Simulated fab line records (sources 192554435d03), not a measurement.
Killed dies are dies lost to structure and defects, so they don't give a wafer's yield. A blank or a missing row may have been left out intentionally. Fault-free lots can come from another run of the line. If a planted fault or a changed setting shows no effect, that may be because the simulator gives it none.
Which tool was responsible?    flow n5Finfet    72 wafers sampled from 24 lots at 1 step of a route of 1938

## WHAT THE GAUGES SHOWED, per wafer
N5_SDB_INSPECT_13: inspects for defects (brightfield).
lot   measured     on                rawDefectCount
L074  day 3 21:56  defectInspect-02  29 47 51
L075  day 3 22:22  defectInspect-02  76 52 93
L076  day 4 06:04  defectInspect-01  37 51 73
L077  day 4 16:10  defectInspect-01  46 62 46
L078  day 4 22:56  defectInspect-02  96 44 94
L079  day 5 02:22  defectInspect-02  73 52 130
L080  day 5 08:08  defectInspect-02  33 29 34
L081  day 5 12:16  defectInspect-02  101 117 96
L082  day 5 17:04  defectInspect-02  90 60 54
L083  day 5 23:45  defectInspect-02  63 39 103
L084  day 6 06:42  defectInspect-02  113 82 68
L085  day 6 14:11  defectInspect-01  111 54 127
L086  day 6 20:04  defectInspect-02  27 40 74
L087  day 7 01:49  defectInspect-01  33 59 29
L088  day 7 04:40  defectInspect-01  70 50 63
L089  day 7 12:43  defectInspect-02  58 31 39
L090  day 7 18:32  defectInspect-02  83 110 114
L091  day 8 04:17  defectInspect-01  60 61 86
L092  day 8 11:32  defectInspect-02  53 31 54
L093  day 8 17:23  defectInspect-02  50 54 88
L094  day 8 23:47  defectInspect-01  80 51 86
L095  day 9 04:40  defectInspect-02  67 136 172
L096  day 9 09:55  defectInspect-01  40 29 40
L097  day 9 12:56  defectInspect-02  66 58 91

## WHICH TOOL RAN EACH LOT (tool, then ch and the chambers of the sampled wafers, then the start)
Before these readings, the record contains no process step.

## AS READ BY THE TOOLS THEMSELVES (means over the sampled wafers that have a number; for cases with no such wafer, the mark the record gives instead)
The record holds no such reading with a usual standard deviation.

## THE ANSWER, worked out from the rows above alone
Rule: what is usual is taken from the lots themselves. Put in order of their means at a reading, lots are off if they are a third of the lots or fewer, leave a main group of 4 or more, and stand apart from it by a gap of 3 or more times the standard deviation of the main group's means; of several such gaps the widest counts. A main group whose means are all the same, to the digits that the tables above print for the reading, isn't used. Also off: a lot with no number at a reading for which 4 or more lots have one. All remaining lots with rows at the step are treated as sound. First the gauges in route order, then the tools' own readings, where a lot's mean is used as printed above. At the first step where some lot is off, the reading lying furthest off is the one used; lots without a number count as furthest.
Across all readings shown, no lot is off: no conclusion can be drawn from this.

## WHAT THE SIMULATOR HAD PUT IN
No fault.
